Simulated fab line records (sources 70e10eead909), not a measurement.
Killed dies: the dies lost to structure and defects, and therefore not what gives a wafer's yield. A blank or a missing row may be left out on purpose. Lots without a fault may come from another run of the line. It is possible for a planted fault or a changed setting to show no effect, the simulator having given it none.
Comparing a struck lot with a sound one / flow nand harc / 40 out of 1159 route steps
Sound: these wafers, L620.1, L620.4, L620.6. Struck: wafer L623.5 (L623.4, L623.6, from the same lot, were not struck and are left out); the cause is given at the end.
Order at every step that has rows: each side's tool, ch and its chambers, its first start. Under that, the readings that differ: sound wafers / struck wafers / difference of the means / sigmas: that difference in standard deviations of wafers without a fault.
alike: same words and numbers on both sides, and readings whose means sit less than 2 such deviations apart. not compared: any withheld reading, any reading some wafer has no value for, any bound like >300 that may hide the same value, and any number with overlapping values for which the record gives no deviation.
Wherever a step has rows on one side only, a row that says differs or no value, or a row with sigmas, the two part there. Numbers that have no deviation but don't overlap get no sigmas and don't part them. A reading missing from all wafers of one side parts the sides only when that side holds two or more wafers.

first, 2 steps without rows for these wafers: NHARC_THIN_TSV_ETCH_44 (etches the open film in CF4/O2, target depth 1594.2 nm, time 797.1 s); NHARC_THIN_TSV_ETCH_15 (target depth 3000 nm, bosch target overetch cycles 2, bosch etch step 2.8 s).
NHARC_THIN_TSV_CD_MEAS_16:
  sound: cd sem-03 at day 20 19:43; struck: cd sem-03 at day 21 06:02
  alike: cd nm
then, 2 steps without rows for these wafers: NHARC_THIN_TSV_STRIP_45 (strips in O2); NHARC_THIN_TSV_STRIP_46 (strips in post etch residue remover, time 1200 s).
NHARC_THIN_TSV_DEP_47: deposits SiO2, target thk 200 nm.
  sound on pecvd-01 ch 1,2, day 20 20:40; struck on pecvd-01 ch 0, day 21 07:02
  alike: throttle valve pct
then, 1 step without rows for these wafers: NHARC_THIN_TSV_ETCHBACK_48 (etches the open film in C4F8/Ar, target depth 1028.5 nm, time 405.17 s).
NHARC_THIN_TSV_STRIP_62: strips in N2/H2, time 20 s.
  sound on plasma asher-01 ch 0,1, day 20 21:26; struck on plasma asher-01 ch 1, day 21 07:42
  alike: drypump motor current A, heater power w
  not compared: rf hours counter h
then, 3 steps without rows for these wafers: NHARC_THIN_TSV_DEGAS_49 (time 120 s); NHARC_THIN_TSV_PRE_CLEAN_50 (time 30 s); NHARC_THIN_TSV_PVD_19 (deposits TaN, target thk 20 nm).
NHARC_THIN_TSV_PVD_51: deposits Cu, target thk 100 nm.
  sound on pvd sputter-03; struck on pvd sputter-03
reading=throttle valve pct (%); sound=32.5 26.1 32.6; struck=26.0; difference=-4.4; sigmas=-3
NHARC_THIN_TSV_ECD_20: material Cu, target thk 2000 nm.
  sound on ecd cu-02 ch 0,1, day 20 22:09; struck on ecd cu-02 ch 0,1, day 21 08:35
then, 3 steps without rows for these wafers: NHARC_THIN_TSV_ANNEAL_52 (time 90 s); NHARC_THIN_TSV_CMP_21 (polishes, t overpolish 30 s, target thk 2000 nm); NHARC_THIN_TSV_SRD_23.
NHARC_THIN_TSV_DEGAS_53: time 60 s.
  sound: pvd sputter-03 at day 20 23:37; struck: pvd sputter-03 at day 21 09:50
  alike: heater power w
NHARC_THIN_TSV_PRE_CLEAN_54: time 30 s.
  sound: pvd sputter-03 at day 20 23:43; struck: pvd sputter-03 at day 21 09:55
  alike: heater power w
then, 10 steps without rows for these wafers: NHARC_THIN_TSV_PVD_55 (deposits TiN, target thk 50 nm); NHARC_THIN_TSV_PVD_24 (deposits Al, target thk 800 nm); NHARC_THIN_TSV_DEHYDRATE_25 (time 120 s); NHARC_THIN_TSV_HMDS_26 (time 30 s); NHARC_THIN_TSV_COAT_27; NHARC_THIN_TSV_SOFTBAKE_28 (time 95 s); NHARC_THIN_TSV_EBR_29; NHARC_THIN_TSV_EXPOSE_30 (exposes mask PAD); NHARC_THIN_TSV_PEB_31 (peb time 85 s); NHARC_THIN_TSV_DEVELOP_32 (time 70 s).
NHARC_THIN_TSV_CD_MEAS_33 targets a cd of 5000 nm.
  sound on cd sem-01 ch 0, day 21 00:38; struck on cd sem-01 ch 0, day 21 10:59
reading=cd nm (nm); sound=5004.0 5003.7 5003.3; struck=4996.3; difference=-7.4; sigmas=-3
then, 6 steps without rows for these wafers: NHARC_THIN_TSV_HARDBAKE_34 (time 80 s); NHARC_THIN_TSV_DESCUM_35 (chemistry O2, time 3 s); NHARC_THIN_TSV_ETCH_59 (etches the open film in Cl2/BCl3, target depth 880 nm, time 138.1 s); NHARC_THIN_TSV_ETCH_36 (etches the open film in Cl2/BCl3, target depth 65 nm, time 18.571 s); NHARC_THIN_TSV_STRIP_56 (strips in O2); NHARC_THIN_TSV_STRIP_57 (strips in post etch residue remover, time 1200 s).
NHARC_THIN_TSV_CD_MEAS_37:
  sound: cd sem-03 at day 21 02:31; struck: cd sem-01 at day 21 12:25
reading=cd nm (nm); sound=5007 5003 5010; struck=4996; difference=-11; sigmas=-3
then, 1 step without rows for these wafers: NHARC_THIN_TSV_ANNEAL_58 (time 1800 s).
NHARC_THIN_TSV_INSPECT_40:
  sound: defect inspect-01 at day 21 06:44; struck: defect inspect-02 at day 21 14:54
  alike: raw defect count
NHARC_END_WLT_00:
  the record holds rows for the sound wafers here (prober-02, day 21 10:29) but none for the struck ones
NHARC_END_SORT_01:
  here the record holds rows for the struck wafers (prober-02 ch 0, day 22 00:31) but none for the sound ones

## WHERE THEY PART
At NHARC_THIN_TSV_PVD_51 first; at NHARC_END_SORT_01 last (within this record only).

WHY: whatever the simulator had introduced
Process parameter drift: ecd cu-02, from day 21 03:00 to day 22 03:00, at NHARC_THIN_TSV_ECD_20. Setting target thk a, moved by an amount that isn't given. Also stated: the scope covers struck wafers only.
